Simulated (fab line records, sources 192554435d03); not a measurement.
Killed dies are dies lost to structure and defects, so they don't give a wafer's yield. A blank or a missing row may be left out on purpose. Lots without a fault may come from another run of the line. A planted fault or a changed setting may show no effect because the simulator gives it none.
fab line records | flow n5_finfet
record lots=10 wafers=29 last_day=16
route steps=1938 shown SDB@364
lots that met no fault: from a run of the same line without faults
start_h: hours from the record's first day to the start of the lot's first wafer shown | wait_h: hours since the lot's step before | " the same as in the row above | L1.1+2: a row that stands for several wafers | - no value, or no start given | * or withheld: withheld | < > ~ a bound
route shown NAME@n: a module of which the file shows steps, and the number in the route of the first | usual: mean/standard deviation of fault-free wafers | same: alike in all rows | chamber/n: place in a boat | sites: the reading at each site | _std_site: their standard deviation | _edge_site: outer sites' mean less inner sites' | radius_mm: how far each site lies from the wafer's centre | mask NAME#n: copy n | behind: the tool/chamber that last shaped the wafer | hold: why the lot was held/for how many hours/how that ended | device: the transistor (n, p or np) that didn't switch | end of line: the same wafers' tests at the end of the route | a step without rows: its recipe alone | killed: dies lost to structure and defects at the first sort, not the wafer's yield | map: a wafer's dies, x killed, . not, _ none there
set.NAME: the setting as run; set.NAME@STEP: as run at that earlier step | model.NAME: the simulator's own value behind a step, which no gauge read
steps of the route over a sample of lots; a table a step, a row a wafer
services: from which hour (start_h, from the record's first day; less than 0 if before it) a tool's chamber was out of use, for how many hours, and why
## steps
# step N5_SDB_HM_OPEN_20
# recipe chemistry=CH3F/O2 target=SiNx mask_material=SOC target_depth_a=240 stop_on=poly-Si over_etch_frac=0.4 ion_energy_ev=120 pressure_mtorr=30 source_w=395 bias_w=73 Ar_flow_sccm=150 CH3F_flow_sccm=30 O2_flow_sccm=20
# usual CH3F_flow_sccm=29.99/0.088 drypump_motor_current_A=5.3/0.52 oes_f_703_au=0.72/0.072 oes_product_au=0.60/0.061 rf_vpp_V=299/10 showerhead_plenum_p_Torr=1.98/0.074 throttle_valve_pct=16.36/0.25
# columns lot.wafer tool chamber start_h wait_h CH3F_flow_sccm drypump_motor_current_A oes_f_703_au oes_product_au rf_hours_counter_h rf_vpp_V showerhead_plenum_p_Torr throttle_valve_pct
L306.2 rie_diel-01 3 71.01 0.0 30.02 4.9 0.68 0.56 212 300 1.96 16.11
L306.4 " 1 " " 29.94 4.7 0.77 0.61 163 287 2.08 16.40
L306.6 " 0 " " 29.93 4.9 0.65 0.56 - 312 1.98 16.50
L308.1 rie_diel-01 1 82.21 0.0 30.09 4.7 0.77 0.62 168 288 2.08 16.43
L308.2 " 2 " " 30.10 6.3 0.66 0.57 215 291 1.97 16.45
L308.5 " 1 " " 30.12 4.7 0.77 0.62 - 288 2.08 16.41
L309.1 rie_diel-01 3 90.80 0.0 30.13 4.9 0.68 0.58 219 299 1.96 16.12
L309.2 " 2 " " 29.88 6.3 0.66 0.56 217 289 1.97 16.46
L309.6 " 1 " " 29.98 4.7 0.77 0.62 - 289 2.07 16.42
L310.4 rie_diel-05 3 94.68 0.0 30.02 4.9 0.78 0.63 154 286 1.93 16.44
L310.5 " 1 " " 30.07 6.4 0.75 0.66 - 301 1.93 16.36
L311.1 rie_diel-04 3 99.91 0.0 29.98 4.8 0.71 0.59 169 314 2.09 16.64
L311.3 " 1 " " 29.81 5.4 0.66 0.56 227 303 1.88 16.28
L311.5 " 0 " " 29.87 5.5 0.72 0.59 - 302 1.98 16.73
L312.2 rie_diel-04 0 108.24 0.0 30.00 5.5 0.72 0.57 224 303 1.97 16.71
L312.4 " 1 " " 29.95 5.3 0.66 0.56 230 301 1.87 16.29
L312.6 " 1 " " 29.95 5.3 0.66 0.57 - 304 1.87 16.30
L316.1 rie_diel-04 2 131.18 0.0 29.98 5.3 0.73 0.59 173 288 1.91 16.08
L316.3 " 3 " " 30.01 4.8 0.70 0.58 182 316 2.09 16.67
L316.6 " 3 " " 30.01 4.9 0.69 0.60 - 314 2.09 16.67
L319.1 rie_diel-04 0 148.64 0.0 30.12 5.4 0.71 0.57 240 301 1.97 16.77
L319.3 " 2 " " 29.94 5.3 0.73 0.59 179 287 1.91 16.09
L319.6 " 2 " " 29.85 5.3 0.72 0.60 - 289 1.91 16.11
L321.2 rie_diel-04 0 161.50 0.0 30.06 5.5 0.70 0.57 246 304 1.97 16.77
L321.5 " 2 " " 29.88 5.3 0.72 0.61 - 289 1.91 16.10
L321.6 " 3 " " 30.03 4.9 0.68 0.59 - 314 2.08 16.69
L323.2 rie_diel-01 2 175.59 0.0 30.11 6.3 0.65 0.57 240 289 1.96 16.52
L323.3 " 3 " " 29.99 4.9 0.67 0.55 243 299 1.95 16.17
L323.5 " 2 " " 30.09 6.3 0.64 0.57 - 289 1.96 16.50
# step N5_SDB_STRIP_22
# recipe chemistry=N2/H2 power_w=1000 temp_c=250 h2_frac=0.65 overash_fraction=0.3 pressure_mtorr=withheld n2_flow_sccm=1750 h2_flow_sccm=3250
# usual drypump_motor_current_A=5.4/0.39 heater_power_w=316/11 n2_flow_sccm=1750/4.9 oes_product_au=0.715/0.004 strip_time_to_endpoint_s=96.4/0.38
# columns lot.wafer tool chamber start_h wait_h drypump_motor_current_A heater_power_w n2_flow_sccm oes_product_au rf_hours_counter_h strip_time_to_endpoint_s
L306.2 plasma_asher-02 0 71.09 0.1 5.1 331 1749 0.716 87 96.0
L306.4 " 0 " " 5.1 332 1744 0.712 - 96.4
L306.6 " 0 " " 5.1 333 1747 0.713 - 96.8
L308.1 plasma_asher-01 0 82.29 0.1 5.8 310 1758 0.715 41 96.1
L308.2 " 1 " " 4.9 303 1750 0.717 41 97.2
L308.5 " 0 " " 5.8 306 1749 0.706 - 96.2
L309.1 plasma_asher-01 0 90.88 0.1 5.8 319 1754 0.717 42 96.5
L309.2 " 1 " " 4.9 312 1755 0.716 42 97.3
L309.6 " 1 " " 4.9 308 1744 0.710 - 96.4
L310.4 plasma_asher-01 0 94.80 0.1 5.8 312 1757 0.721 - 96.2
L310.5 " 0 " " 5.8 313 1745 0.714 - 96.8
L311.1 plasma_asher-02 1 99.99 0.1 5.8 318 1746 0.717 93 96.8
L311.3 " 0 " " 5.1 329 1754 0.716 - 96.5
L311.5 " 1 " " 5.7 312 1745 0.711 - 96.2
L312.2 plasma_asher-01 0 108.32 0.1 5.8 309 1743 0.719 46 96.8
L312.4 " 0 " " 5.8 314 1749 0.715 - 97.0
L312.6 " 0 " " 5.8 310 1746 0.712 - 97.1
L316.1 plasma_asher-02 0 131.27 0.1 5.1 335 1754 0.716 99 96.1
L316.3 " 0 " " 5.1 331 1752 0.712 - 96.5
L316.6 " 0 " " 5.1 333 1751 0.719 - 96.6
L319.1 plasma_asher-02 0 148.72 0.1 5.1 334 1754 0.713 103 97.1
L319.3 " 1 " " 5.7 319 1750 0.718 - 96.3
L319.6 " 0 " " 5.1 334 1745 0.709 - 96.5
L321.2 plasma_asher-02 0 161.58 0.1 5.1 337 1752 0.720 106 96.2
L321.5 " 0 " " 5.1 331 1747 0.714 - 95.7
L321.6 " 1 " " 5.8 312 1743 0.717 - 96.4
L323.2 plasma_asher-01 1 175.67 0.1 4.9 301 1749 0.711 58 96.5
L323.3 " 1 " " 4.9 304 1753 0.712 - 96.4
L323.5 " 0 " " 5.8 316 1754 0.719 - 96.7
# step N5_SDB_ETCH_25
# recipe chemistry=C4F6/O2 target=SiO2 target_depth_a=100 time_s=3.3 ion_energy_ev=250 mask_material=SiNx pressure_mtorr=30 source_w=345 bias_w=185 Ar_flow_sccm=300 C4F6_flow_sccm=10 O2_flow_sccm=10
# usual bias_w=185.1/0.62 drypump_motor_current_A=5.3/0.56 oes_f_703_au=0.74/0.078 oes_product_au=0.74/0.083 rf_vpp_V=669/22 showerhead_plenum_p_Torr=2.82/0.097 throttle_valve_pct=21.14/0.29
# columns lot.wafer tool chamber start_h wait_h bias_w drypump_motor_current_A oes_f_703_au oes_product_au rf_hours_counter_h rf_vpp_V showerhead_plenum_p_Torr throttle_valve_pct
L306.2 rie_diel-04 3 71.31 0.0 184.9 4.8 0.71 0.73 158 707 2.98 21.53
L306.4 " 1 " " 184.6 5.3 0.67 0.69 217 678 2.68 20.99
L306.6 " 3 " " 184.8 4.8 0.70 0.73 - 706 2.98 21.51
L308.1 rie_diel-01 2 82.51 0.0 184.0 6.3 0.66 0.68 215 648 2.80 21.16
L308.2 " 0 " " 185.0 4.9 0.65 0.68 237 698 2.83 21.32
L308.5 " 3 " " 185.5 4.9 0.69 0.70 - 671 2.78 20.80
L309.1 rie_diel-04 1 91.69 0.6 185.4 5.3 0.67 0.67 224 679 2.68 21.01
L309.2 " 2 " " 185.4 5.3 0.75 0.73 158 645 2.73 20.83
L309.6 " 3 " " 185.4 4.9 0.70 0.72 - 706 2.98 21.51
L310.4 rie_diel-05 3 94.98 0.0 185.3 4.9 0.78 0.76 154 638 2.75 21.29
L310.5 " 2 " " 185.3 5.2 0.86 0.89 - 671 2.90 20.76
L311.1 rie_diel-01 2 100.68 0.5 183.9 6.3 0.66 0.68 220 648 2.80 21.18
L311.3 " 3 " " 185.4 4.9 0.70 0.69 222 672 2.78 20.82
L311.5 " 1 " " 185.2 4.7 0.76 0.74 - 643 2.95 21.29
L312.2 rie_diel-05 2 108.65 0.1 185.3 5.2 0.86 0.87 41 671 2.90 20.79
L312.4 " 3 " " 184.8 4.9 0.78 0.76 159 639 2.75 21.30
L312.6 " 0 " " 184.5 5.9 0.66 0.66 - 675 2.79 20.98
L316.1 rie_diel-05 3 131.92 0.5 184.4 4.9 0.77 0.76 171 637 2.74 21.33
L316.3 " 2 " " 184.6 5.2 0.85 0.87 50 670 2.90 20.80
L316.6 " 2 " " 184.9 5.2 0.84 0.86 - 670 2.90 20.79
L319.1 rie_diel-01 3 148.94 0.0 184.8 4.9 0.68 0.67 234 670 2.77 20.82
L319.3 " 2 " " 186.3 6.3 0.65 0.67 231 649 2.79 21.18
L319.6 " 3 " " 186.1 4.9 0.68 0.67 - 671 2.77 20.80
L321.2 rie_diel-05 0 161.80 0.0 186.1 6.0 0.94 0.97 6 675 2.78 20.69
L321.5 " 1 " " 185.2 6.5 0.72 0.73 - 673 2.75 21.27
L321.6 " 0 " " 185.8 6.0 0.93 0.97 - 674 2.78 20.69
L323.2 rie_diel-01 1 175.90 0.0 185.8 4.7 0.75 0.72 195 645 2.94 21.32
L323.3 " 3 " " 184.8 4.9 0.68 0.67 244 671 2.77 20.85
L323.5 " 0 " " 185.7 4.9 0.90 0.95 - 699 2.82 21.12
# step N5_SDB_CUT_ETCH_26
# recipe chemistry=HBr/Cl2/O2 target=Si target_depth_a=1296 bt_time_s=20 mask_material=SiNx time_s=51.8 ion_energy_ev=* bias_w=* pressure_mtorr=10 icp_w=800 HBr_flow_sccm=150 Cl2_flow_sccm=80 O2_flow_sccm=12
# usual bias_w=* drypump_motor_current_A=5.9/0.33 oes_product_au=1.008/0.012 throttle_valve_pct=37.5/0.5
# columns lot.wafer tool chamber start_h wait_h bias_w drypump_motor_current_A oes_product_au rf_hours_counter_h throttle_valve_pct
L306.2 rie_si-03 0 71.40 0.1 * 6.2 1.012 87 37.9
L306.4 " 1 " " * 5.8 1.014 93 36.8
L306.6 " 2 " " * 5.9 1.003 - 36.8
L308.1 rie_si-01 0 82.59 0.1 * 5.8 0.999 78 37.7
L308.2 " 1 " " * 5.9 1.037 106 37.2
L308.5 " 3 " " * 5.7 1.019 - 38.3
L309.1 rie_si-03 3 91.77 0.1 * 5.9 0.990 116 37.6
L309.2 " 2 " " * 5.9 1.003 153 36.8
L309.6 " 0 " " * 6.2 1.016 - 38.0
L310.4 rie_si-03 0 95.06 0.1 * 6.2 1.018 88 38.0
L310.5 " 1 " " * 5.8 1.010 - 36.8
L311.1 rie_si-03 2 100.76 0.1 * 5.9 1.003 153 36.8
L311.3 " 3 " " * 5.8 0.978 117 37.6
L311.5 " 0 " " * 6.2 1.018 - 38.0
L312.2 rie_si-01 3 108.73 0.1 * 5.7 1.012 103 38.3
L312.4 " 0 " " * 5.9 0.996 78 37.7
L312.6 " 2 " " * 6.6 1.007 - 37.2
L316.1 rie_si-01 2 132.01 0.1 * 6.6 1.007 127 37.3
L316.3 " 0 " " * 5.9 0.999 79 37.7
L316.6 " 2 " " * 6.6 1.016 - 37.3
L319.1 rie_si-04 2 149.02 0.1 * 5.2 1.007 3 37.5
L319.3 " 1 " " * 5.9 1.006 180 36.9
L319.6 " 3 " " * 5.8 1.012 - 37.3
L321.2 rie_si-01 2 161.88 0.1 * 6.6 0.997 128 37.3
L321.5 " 0 " " * 5.8 1.001 - 37.7
L321.6 " 3 " " * 5.7 1.013 - 38.3
L323.2 rie_si-04 1 175.98 0.1 * 5.9 1.009 180 36.9
L323.3 " 2 " " * 5.2 0.997 4 37.5
L323.5 " 2 " " * 5.2 1.010 - 37.5
## services
# columns tool chamber start_h hours kind
plasma_asher-02 - 47.60 4.3 pm
rie_si-03 0 66.87 4.5 repair
rie_diel-05 - 71.46 0.8 repair
rie_si-01 - 82.68 14.6 pm
plasma_asher-01 - 96.63 1.2 repair
rie_diel-01 - 102.19 4.3 pm
rie_diel-01 2 107.31 5.2 repair
rie_si-03 2 112.81 2.1 repair
rie_diel-05 0 119.05 - clean
rie_diel-05 0 119.05 - consumable_replace:focus_ring
rie_diel-05 0 119.05 23.4 scheduled_down
rie_diel-05 0 119.05 23.4 vent_cycle
rie_diel-05 2 120.99 4.6 repair
rie_diel-01 0 141.86 - clean
rie_diel-01 0 141.86 - consumable_replace:focus_ring
rie_diel-01 0 141.86 13.6 scheduled_down
rie_diel-01 0 141.86 13.6 vent_cycle
rie_diel-04 1 152.74 6.5 repair
rie_diel-04 1 165.36 - clean
rie_diel-04 1 165.36 - consumable_replace:focus_ring
rie_diel-04 1 165.36 - consumable_replace:showerhead
rie_diel-04 1 165.36 12.3 scheduled_down
rie_diel-04 1 165.36 12.3 vent_cycle
## key
first_sign step=N5_SDB_CUT_ETCH_26 reading=bias_w direction=up sigmas=99+ usual=* struck=*
effect none on later readings
met_at N5_SDB_CUT_ETCH_26
struck_lots L316,L321
struck_wafers L316.3,L321.5
tester_left_out L316,L321
not_acting_at N5_SDB_HM_OPEN_20,N5_SDB_STRIP_22,N5_SDB_ETCH_25
onset_between 108.73 132.01
fault kind=process_parameter_drift tool=rie_si-01 chamber=0 onset_h=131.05 steps=N5_SDB_CUT_ETCH_26 channel=bias_w offset=* shape=step end_h=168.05 acts_in=* stated=*
# tester_left_out: of these lots the tester's yield and bins aren't shown, on N5 and GAA mostly nor the transistor test; their killed dies are dies lost to structure and defects alone, not to doping, threshold or leakage, so they don't give the yield
